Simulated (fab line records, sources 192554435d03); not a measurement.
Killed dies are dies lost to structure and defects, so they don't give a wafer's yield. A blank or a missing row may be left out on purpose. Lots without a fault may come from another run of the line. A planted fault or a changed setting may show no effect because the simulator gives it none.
fab line records | flow n5_finfet
record lots=6 wafers=18 last_day=17
route steps=1938 shown WELL_APT@28 PASSIVATION@1936
lots that met no fault: from a run of the same line without faults
start_h: hours from the record's first day to the start of the lot's first wafer shown | wait_h: hours since the lot's step before | " the same as in the row above | L1.1+2: a row that stands for several wafers | - no value, or no start given | * or withheld: withheld | < > ~ a bound
route shown NAME@n: a module of which the file shows steps, and the number in the route of the first | usual: mean/standard deviation of fault-free wafers | same: alike in all rows | chamber/n: place in a boat | sites: the reading at each site | _std_site: their standard deviation | _edge_site: outer sites' mean less inner sites' | radius_mm: how far each site lies from the wafer's centre | mask NAME#n: copy n | behind: the tool/chamber that last shaped the wafer | hold: why the lot was held/for how many hours/how that ended | device: the transistor (n, p or np) that didn't switch | end of line: the same wafers' tests at the end of the route | a step without rows: its recipe alone | killed: dies lost to structure and defects at the first sort, not the wafer's yield | map: a wafer's dies, x killed, . not, _ none there
set.NAME: the setting as run; set.NAME@STEP: as run at that earlier step | model.NAME: the simulator's own value behind a step, which no gauge read
lots at some steps of the route; a table a step, a row a wafer
services: from which hour (start_h, from the record's first day; less than 0 if before it) a tool's chamber was out of use, for how many hours, and why
## steps
# step N5_WELL_APT_CD_MEAS_08
# recipe target_cd_nm=200 landing_energy_ev=500 detector=se_inlens
# usual cd_nm=199.8/2.8
# columns lot.wafer tool chamber start_h wait_h cd_nm
L883.1 cd_sem-02 0 13.70 - 197.1
L883.2 " 0 " " 201.1
L883.4 " 0 " " 201.2
L896.4 cd_sem-01 0 92.06 - 203.1
L896.5 " 0 " " 201.9
L896.6 " 0 " " 202.4
L901.1 cd_sem-02 0 121.81 - 201.1
L901.3 " 0 " " 197.2
L901.5 " 0 " " 198.9
L902.2 cd_sem-02 0 127.81 - 199.6
L902.3 " 0 " " 201.4
L902.5 " 0 " " 201.3
L903.4 cd_sem-01 0 133.85 - 197.3
L903.5 " 0 " " 194.8
L903.6 " 0 " " 195.5
L904.1 cd_sem-01 0 140.90 - 196.1
L904.2 " 0 " " 198.2
L904.4 " 0 " " 198.5
# step N5_WELL_APT_OVL_MEAS_09
# recipe points_per_wafer=44
# usual NWELL_OVL=-1/4.7
# columns lot.wafer tool chamber start_h wait_h NWELL_OVL[nm]
L883.1 overlay-01 0 13.73 0.0 1
L883.2 " 0 " " 1
L883.4 " 0 " " 0
L896.4 overlay-02 0 92.09 0.0 5
L896.5 " 0 " " 5
L896.6 " 0 " " -2
L901.1 overlay-01 0 121.84 0.0 2
L901.3 " 0 " " 3
L901.5 " 0 " " -3
L902.2 overlay-01 0 127.84 0.0 0
L902.3 " 0 " " 1
L902.5 " 0 " " 2
L903.4 overlay-01 0 133.90 0.0 -1
L903.5 " 0 " " 2
L903.6 " 0 " " 1
L904.1 overlay-02 0 140.93 0.0 -9
L904.2 " 0 " " 3
L904.4 " 0 " " 6
# step N5_WELL_APT_INSPECT_10
# recipe mode=adi inspect_instrument=macro
# usual raw_defect_count=2.0/1.4
# columns lot.wafer tool chamber start_h wait_h raw_defect_count
L883.1 defect_inspect-02 - 13.76 0.0 3
L883.2 " - " " 5
L883.4 " - " " 2
L896.4 defect_inspect-01 - 92.11 0.0 1
L896.5 " - " " 3
L896.6 " - " " 3
L901.1 defect_inspect-02 - 121.86 0.0 2
L901.3 " - " " 3
L901.5 " - " " 3
L902.2 defect_inspect-02 - 127.86 0.0 2
L902.3 " - " " 3
L902.5 " - " " 3
L903.4 defect_inspect-02 - 133.92 0.0 1
L903.5 " - " " 1
L903.6 " - " " 1
L904.1 defect_inspect-01 - 140.96 0.0 1
L904.2 " - " " 2
L904.4 " - " " 1
# step N5_WELL_APT_DESCUM_13
# recipe chemistry=O2 time_s=7.9 source_power_w=50 bias_power_w=20 pressure_mtorr=20 rf_frequency_hz=2.712e+07 temp_c=40 o2_flow_sccm=225
# usual drypump_motor_current_A=5.7/0.4 oes_product_au=0.74/0.084 rf_vpp_V=243.2/1.5 showerhead_plenum_p_Torr=2.10/0.09 throttle_valve_pct=20.37/0.17
# columns lot.wafer tool chamber start_h wait_h drypump_motor_current_A oes_product_au rf_hours_counter_h rf_vpp_V showerhead_plenum_p_Torr throttle_valve_pct
L883.1 rie_diel-05 1 13.79 0.0 6.2 0.82 100 244.5 2.19 20.36
L883.2 " 0 " " 5.1 0.73 211 243.8 2.16 20.21
L883.4 " 2 " " 5.5 0.79 114 241.1 1.92 20.15
L896.4 rie_diel-05 1 92.14 0.0 6.1 0.78 124 246.0 2.18 20.41
L896.5 " 2 " " 5.5 0.77 - 241.5 1.91 20.19
L896.6 " 3 " " 5.5 0.68 - 243.7 2.02 20.65
L901.1 rie_diel-05 3 121.93 0.1 5.5 0.99 1 242.2 2.02 20.25
L901.3 " 0 " " 5.1 0.70 246 245.5 2.15 20.27
L901.5 " 0 " " 5.1 0.70 - 243.3 2.15 20.28
L902.2 rie_diel-02 2 128.02 0.2 5.6 0.71 219 245.5 2.05 20.52
L902.3 " 3 " " 6.6 0.70 191 243.2 2.08 20.19
L902.5 " 1 " " 5.9 0.67 - 243.9 2.18 20.72
L903.4 rie_diel-04 2 134.26 0.3 5.3 0.69 - 242.4 2.05 20.50
L903.5 " 0 " " 5.6 0.91 - 244.7 2.23 20.44
L903.6 " 1 " " 5.4 0.69 - 243.1 2.18 20.30
L904.1 rie_diel-04 1 141.01 0.1 5.5 0.70 210 244.9 2.18 20.30
L904.2 " 0 " " 5.6 0.92 33 243.8 2.23 20.45
L904.4 " 2 " " 5.3 0.70 - 242.8 2.05 20.52
# step N5_WELL_APT_IMPLANT_14
# recipe species=P energy_kev=160 dose_cm2=1.5e+13 tilt_deg=0 rotation_deg=0
# step N5_WELL_APT_IMPLANT_15
# recipe species=As energy_kev=25 dose_cm2=1.5e+13 tilt_deg=0 rotation_deg=0
# step N5_WELL_APT_STRIP_16
# recipe chemistry=SPM time_s=900 temp_c=130 h2so4_h2o2_vol_ratio=4 dry=ipa_marangoni
# step N5_WELL_APT_HMDS_18
# recipe time_s=60 temp_c=120
# step N5_WELL_APT_COAT_19
# recipe spin_rpm=1357 resist_thk_nm=950
# step N5_WELL_APT_EBR_21
# recipe solvent=PGMEA ebr_width_mm=1.5
# step N5_WELL_APT_SOFTBAKE_20
# recipe temp_c=130 time_s=60
# step N5_WELL_APT_EXPOSE_22
# recipe mask_id=PWELL na=0.8 source_shape=conventional sigma_outer=0.8 polarization=unpolarized defocus_nm=0 target_cd_nm=200 dose_mj=23.2
# step N5_WELL_APT_PEB_23
# recipe peb_temp_c=130 peb_time_s=90
# usual heater_power_total_W=172.5/0.8 plate_temp_C=130.00/0.15
# columns lot.wafer tool chamber start_h wait_h heater_power_total_W plate_temp_C
L883.1 litho_track-01 0 14.83 0.1 172.7 130.05
L883.2 " 0 " " 172.2 130.02
L883.4 " 0 " " 173.3 130.15
L896.4 litho_track-03 0 93.19 0.0 172.0 130.33
L896.5 " 0 " " 172.4 129.93
L896.6 " 0 " " 172.0 129.95
L901.1 litho_track-03 0 122.87 0.1 181.2 -
L901.3 " 0 " " 180.4 -
L901.5 " 0 " " 172.0 130.11
L902.2 litho_track-03 0 129.09 0.0 172.9 129.94
L902.3 " 0 " " 180.5 -
L902.5 " 0 " " 172.0 130.09
L903.4 litho_track-04 0 135.17 0.0 172.0 130.01
L903.5 " 0 " " 173.2 129.99
L903.6 " 0 " " 172.1 129.82
L904.1 litho_track-04 0 141.94 0.1 172.7 130.04
L904.2 " 0 " " 172.8 129.92
L904.4 " 0 " " 173.1 130.06
# step N5_WELL_APT_DEVELOP_24
# recipe develop_time_s=45 rinse_liquid=surfactant_rinse dry=air_spin dev_temp_c=21
# step N5_WELL_APT_HARDBAKE_29
# recipe temp_c=130 time_s=120
# step N5_WELL_APT_CD_MEAS_25
# recipe target_cd_nm=200 landing_energy_ev=500 detector=se_inlens
# usual cd_nm=200.5/2.3
# columns lot.wafer tool chamber start_h wait_h cd_nm
L883.1 cd_sem-02 0 14.95 - 199.4
L883.2 " 0 " " 201.9
L883.4 " 0 " " 200.6
L896.4 cd_sem-01 0 93.31 - 202.0
L896.5 " 0 " " 206.8
L896.6 " 0 " " 203.0
L901.1 cd_sem-03 0 122.99 - 199.8
L901.3 " 0 " " 194.1
L901.5 " 0 " " 197.9
L902.2 cd_sem-02 0 129.20 - 198.9
L902.3 " 0 " " 196.5
L902.5 " 0 " " 201.3
L903.4 cd_sem-03 0 135.29 - 200.0
L903.5 " 0 " " 204.9
L903.6 " 0 " " 198.2
L904.1 cd_sem-03 0 142.06 - 201.2
L904.2 " 0 " " 204.5
L904.4 " 0 " " 202.7
# step N5_WELL_APT_OVL_MEAS_26
# recipe points_per_wafer=44
# usual PWELL_OVL=-1/5.2
# columns lot.wafer tool chamber start_h wait_h PWELL_OVL[nm]
L883.1 overlay-01 0 14.98 0.0 -5
L883.2 " 0 " " -5
L883.4 " 0 " " -2
L896.4 overlay-02 0 93.34 0.0 7
L896.5 " 0 " " -1
L896.6 " 0 " " 2
L901.1 overlay-01 0 123.02 0.0 0
L901.3 " 0 " " -8
L901.5 " 0 " " -5
L902.2 overlay-02 0 129.23 0.0 4
L902.3 " 0 " " 5
L902.5 " 0 " " 4
L903.4 overlay-01 0 135.32 0.0 -1
L903.5 " 0 " " -7
L903.6 " 0 " " -3
L904.1 overlay-02 0 142.09 0.0 1
L904.2 " 0 " " 4
L904.4 " 0 " " -3
# step N5_WELL_APT_INSPECT_27
# recipe mode=adi inspect_instrument=macro
# usual raw_defect_count=1.9/1.4
# columns lot.wafer tool chamber start_h wait_h raw_defect_count
L883.1 defect_inspect-01 - 15.00 0.0 2
L883.2 " - " " 1
L883.4 " - " " 1
L896.4 defect_inspect-02 - 93.36 0.0 1
L896.5 " - " " 2
L896.6 " - " " 2
L901.1 defect_inspect-02 - 123.04 0.0 4
L901.3 " - " " 4
L901.5 " - " " 1
L902.2 defect_inspect-01 - 129.26 0.0 2
L902.3 " - " " 1
L902.5 " - " " 2
L903.4 defect_inspect-02 - 135.34 0.0 1
L903.5 " - " " 0
L903.6 " - " " 2
L904.1 defect_inspect-01 - 142.11 0.0 1
L904.2 " - " " 1
L904.4 " - " " 2
# step N5_WELL_APT_DESCUM_30
# recipe chemistry=O2 time_s=7.9 source_power_w=50 bias_power_w=20 pressure_mtorr=20 rf_frequency_hz=2.712e+07 temp_c=40 o2_flow_sccm=225
# usual drypump_motor_current_A=5.7/0.4 oes_product_au=0.74/0.074 rf_vpp_V=243.3/1.6 showerhead_plenum_p_Torr=2.10/0.093 throttle_valve_pct=20.39/0.16
# columns lot.wafer tool chamber start_h wait_h drypump_motor_current_A oes_product_au rf_hours_counter_h rf_vpp_V showerhead_plenum_p_Torr throttle_valve_pct model.WELL_APT.cd_nm
L883.1 rie_diel-05 3 15.04 0.0 5.5 0.71 223 241.7 2.03 20.63 199
L883.2 " 0 " " 5.1 0.73 211 245.3 2.16 20.23 202.2
L883.4 " 2 " " 5.5 0.79 114 239.6 1.92 20.16 200.2
L896.4 rie_diel-05 0 93.39 0.0 5.1 0.72 235 244.7 2.15 20.26 202.1
L896.5 " 3 " " 5.6 0.68 - 243.5 2.02 20.64 206.5
L896.6 " 2 " " 5.5 0.77 - 241.1 1.91 20.21 202.9
L901.1 rie_diel-04 0 123.84 0.8 5.6 0.92 25 244.4 2.24 20.41 199.9
L901.3 " 2 " " 5.3 0.69 215 243.8 2.05 20.48 194.2
L901.5 " 1 " " 5.5 0.70 - 244.6 2.18 20.28 197.8
L902.2 rie_diel-04 1 129.29 0.0 5.5 0.70 204 243.2 2.18 20.28 198.9
L902.3 " 2 " " 5.3 0.69 217 243.3 2.05 20.51 196.8
L902.5 " 1 " " 5.5 0.69 - 244.9 2.18 20.28 201.5
L903.4 rie_diel-02 2 135.54 0.2 5.6 0.71 223 243.1 2.05 20.52 200.1
L903.5 " 2 " " 5.6 0.70 - 243.6 2.05 20.53 204.7
L903.6 " 1 " " 5.9 0.67 - 244.1 2.18 20.72 198.3
L904.1 rie_diel-02 2 142.34 0.2 5.6 0.70 226 242.0 2.05 20.52 201.7
L904.2 " 3 " " 6.5 0.70 198 243.4 2.08 20.22 204.3
L904.4 " 0 " " 6.1 0.68 - 242.3 2.01 20.36 202.5
# step N5_WELL_APT_IMPLANT_31
# recipe species=B energy_kev=60 dose_cm2=1.5e+13 tilt_deg=0 rotation_deg=0
# step N5_PASSIVATION_PROBE_49
# usual killed_at_M0_to_M3=34/11 killed_at_M4_up=13/5.2 killed_at_contacts=13/6.3 killed_at_front_end=40/14 killed_at_other=3.2/2.4 killed_dies=104/19 killed_open=69/14 killed_short=32/7.5
# same gross_dies=1180 killed_at_back_side=0
# columns lot.wafer tool chamber start_h wait_h killed_at_M0_to_M3 killed_at_M4_up killed_at_contacts killed_at_front_end killed_at_other killed_dies killed_open killed_short
L883.1 prober-02 - 262.69 0.0 25 13 12 23 1 74 44 27
L883.2 prober-02 - 262.74 0.1 26 14 7 27 5 79 50 28
L883.4 prober-02 - 262.84 0.2 22 11 11 28 0 72 44 27
L902.2 prober-02 - 387.42 0.1 29 12 12 32 3 88 58 26
L902.3 prober-02 - 387.47 0.1 38 15 12 28 3 96 63 32
L902.5 prober-02 - 387.57 0.2 33 12 3 25 0 73 46 23
L901.1 prober-01 - 393.34 0.0 36 6 36 25 3 106 77 28
L901.3 prober-01 - 393.44 0.1 25 10 18 23 1 77 59 15
L901.5 prober-01 - 393.54 0.2 31 17 12 38 8 106 76 30
L903.4 prober-02 - 400.61 0.2 46 12 6 40 3 107 68 37
L903.5 prober-02 - 400.66 0.2 33 11 14 32 0 90 56 29
L903.6 prober-02 - 400.71 0.3 45 8 21 48 0 122 77 43
L904.1 prober-02 - 406.43 0.0 38 15 10 52 8 123 87 33
L904.2 prober-02 - 406.48 0.1 16 18 1 60 0 95 61 33
L904.4 prober-02 - 406.58 0.2 33 14 12 51 1 111 75 31
# killed by level:class
L883.1 FIN_SAQP:geometric_particle:short=7 MOL_CONTACT_COAG:geometric_particle:open=7 BEOL_M0_SAQP:geometric_particle:open=6 BEOL_M0_SAQP:geometric_particle:short=6 MOL_CONTACT_COAG:geometric_particle:short=4 BEOL_M3:geometric_particle:open=4 FIN_SAQP:geometric_particle:open=3 BEOL_M4:geometric_particle:short=3
L883.2 BEOL_M0_SAQP:geometric_particle:short=10 MOL_CONTACT_COAG:geometric_particle:open=6 BEOL_M2:geometric_particle:open=6 BEOL_M0_SAQP:geometric_particle:open=6 BEOL_M4:geometric_particle:open=6 STARTING-WAFER:geometric_particle:short=5 GATE_CUT:geometric_particle:open=4 FIN_SAQP:geometric_particle:open=3
L883.4 MOL_CONTACT_COAG:geometric_particle:open=8 FIN_SAQP:geometric_particle:open=7 STARTING-WAFER:geometric_particle:short=7 FIN_SAQP:geometric_particle:short=6 BEOL_M3:geometric_particle:open=6 BEOL_M0_SAQP:geometric_particle:open=5 MOL_CONTACT_COAG:geometric_particle:short=3 BEOL_M2:geometric_particle:open=3
L902.2 MOL_CONTACT_COAG:geometric_particle:open=8 DUMMY_GATE:geometric_particle:open=7 BEOL_M1:geometric_particle:open=7 BEOL_M3:geometric_particle:open=7 BEOL_M0_SAQP:geometric_particle:open=5 STARTING-WAFER:geometric_particle:open=5 STI_FIN_REVEAL:geometric_particle:open=4 MOL_CONTACT_COAG:geometric_particle:short=4
L902.3 STI_FIN_REVEAL:geometric_particle:open=11 BEOL_M0_SAQP:geometric_particle:short=11 MOL_CONTACT_COAG:geometric_particle:open=10 BEOL_M0_SAQP:geometric_particle:open=7 BEOL_M1:geometric_particle:open=6 BEOL_M3:geometric_particle:open=5 BEOL_M1:geometric_particle:short=4 BEOL_M2:geometric_particle:open=4
L902.5 BEOL_M0_SAQP:geometric_particle:open=8 FIN_SAQP:geometric_particle:short=6 BEOL_M1:geometric_particle:open=6 BEOL_M0_SAQP:geometric_particle:short=4 BEOL_M3:geometric_particle:open=4 FIN_SAQP:geometric_particle:open=3 STI_FIN_REVEAL:geometric_particle:open=3 DUMMY_GATE:geometric_particle:open=3
L901.1 MOL_CONTACT_COAG:geometric_particle:open=29 BEOL_M2:geometric_particle:open=11 STI_FIN_REVEAL:geometric_particle:open=9 MOL_CONTACT_COAG:geometric_particle:short=7 BEOL_M0_SAQP:geometric_particle:short=6 BEOL_M0:geometric_particle:open=5 BEOL_M3:geometric_particle:open=5 FIN_SAQP:geometric_particle:short=3
L901.3 MOL_CONTACT_COAG:geometric_particle:open=17 BEOL_M3:geometric_particle:open=7 BEOL_M1:geometric_particle:open=6 STARTING-WAFER:geometric_particle:open=5 GATE_CUT:geometric_particle:short=4 BEOL_M0:geometric_particle:open=4 STI_FIN_REVEAL:geometric_particle:open=3 BEOL_M2:geometric_particle:open=3
L901.5 MOL_CONTACT_COAG:geometric_particle:open=11 STI_FIN_REVEAL:geometric_particle:open=10 GATE_CUT:geometric_particle:short=8 BEOL_M3:geometric_particle:open=7 BEOL_M0:geometric_particle:open=6 FIN_SAQP:geometric_particle:short=5 BEOL_M0_SAQP:geometric_particle:short=5 BEOL_M5:geometric_particle:open=5
L903.4 BEOL_M2:geometric_particle:open=11 BEOL_M0_SAQP:geometric_particle:open=8 STI_FIN_REVEAL:geometric_particle:open=7 FIN_SAQP:geometric_particle:open=6 GATE_CUT:geometric_particle:short=6 BEOL_M3:geometric_particle:open=6 MOL_CONTACT_COAG:geometric_particle:open=5 BEOL_M0_SAQP:geometric_particle:short=5
L903.5 BEOL_M2:geometric_particle:open=12 STI_FIN_REVEAL:geometric_particle:open=9 MOL_CONTACT_COAG:geometric_particle:open=8 MOL_CONTACT_COAG:geometric_particle:short=6 BEOL_M1:geometric_particle:open=6 BEOL_M3:geometric_particle:open=4 FIN_SAQP:geometric_particle:short=3 SPACER0:geometric_particle:short=3
L903.6 MOL_CONTACT_COAG:geometric_particle:open=17 STI_FIN_REVEAL:geometric_particle:open=14 BEOL_M2:geometric_particle:open=9 BEOL_M3:geometric_particle:short=9 BEOL_M0_SAQP:geometric_particle:short=8 BEOL_M0_SAQP:geometric_particle:open=7 STI_FIN_REVEAL:geometric_particle:short=5 STARTING-WAFER:geometric_particle:open=5
L904.1 BEOL_M0_SAQP:geometric_particle:open=12 FIN_SAQP:geometric_particle:open=11 BEOL_M3:geometric_particle:open=11 GATE_CUT:geometric_particle:short=8 MOL_CONTACT_COAG:geometric_particle:open=8 DUMMY_GATE:geometric_particle:open=7 FIN_SAQP:geometric_particle:short=6 BEOL_M1:geometric_particle:open=5
L904.2 FIN_SAQP:geometric_particle:open=23 FIN_SAQP:geometric_particle:short=15 DUMMY_GATE:geometric_particle:open=5 GATE_CUT:geometric_particle:short=5 BEOL_M4:geometric_particle:open=5 BEOL_M5:geometric_particle:open=5 BEOL_M1:geometric_particle:open=3 BEOL_M2:geometric_particle:open=3
L904.4 BEOL_M3:geometric_particle:open=16 MOL_CONTACT_COAG:geometric_particle:open=11 FIN_SAQP:geometric_particle:open=9 FIN_SAQP:geometric_particle:short=9 STI_FIN_REVEAL:geometric_particle:open=7 BEOL_M4:geometric_particle:open=6 DUMMY_GATE:geometric_particle:open=5 ILD0:geometric_particle:short=5
## services
# columns tool chamber start_h hours kind
rie_diel-04 1 6.90 4.8 repair
rie_diel-04 0 21.89 - clean
rie_diel-04 0 21.89 - consumable_replace:focus_ring
rie_diel-04 0 21.89 - consumable_replace:showerhead
rie_diel-04 0 21.89 32.3 scheduled_down
rie_diel-04 0 21.89 32.3 vent_cycle
rie_diel-05 - 46.75 2.8 pm
rie_diel-02 - 63.88 0.1 repair
rie_diel-04 1 84.16 5.7 repair
rie_diel-05 3 98.30 - clean
rie_diel-05 3 98.30 - consumable_replace:focus_ring
rie_diel-05 3 98.30 19.9 scheduled_down
rie_diel-05 3 98.30 19.9 vent_cycle
litho_track-03 - 105.91 - consumable_replace:filter
rie_diel-04 3 117.89 - clean
rie_diel-04 3 117.89 - consumable_replace:focus_ring
rie_diel-04 3 117.89 23.5 scheduled_down
rie_diel-04 3 117.89 23.5 vent_cycle
rie_diel-05 0 132.26 - clean
rie_diel-05 0 132.26 - consumable_replace:focus_ring
rie_diel-05 0 132.26 24.3 scheduled_down
rie_diel-05 0 132.26 24.3 vent_cycle
rie_diel-02 1 136.01 - clean
rie_diel-02 1 136.01 - consumable_replace:focus_ring
## key
first_sign step=N5_WELL_APT_PEB_23 reading=heater_power_total_W direction=up sigmas=10 usual=* struck=*
effect none on later readings
model_effect step=N5_WELL_APT_DESCUM_30 value=WELL_APT.cd_nm without=200.8 struck=197
met_at N5_WELL_APT_PEB_23
struck_wafers L901.1,L901.3,L902.3
tester_left_out L901,L902
onset_between 93.19 122.87
fault kind=process_parameter_drift tool=litho_track-03 chamber=- onset_h=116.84 steps=N5_WELL_APT_PEB_23 channel=peb_time_s offset=* shape=step end_h=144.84 scope=struck_wafers_only acts_in=* stated=*
# tester_left_out: of these lots the tester's yield and bins aren't shown, on N5 and GAA mostly nor the transistor test; their killed dies are dies lost to structure and defects alone, not to doping, threshold or leakage, so they don't give the yield
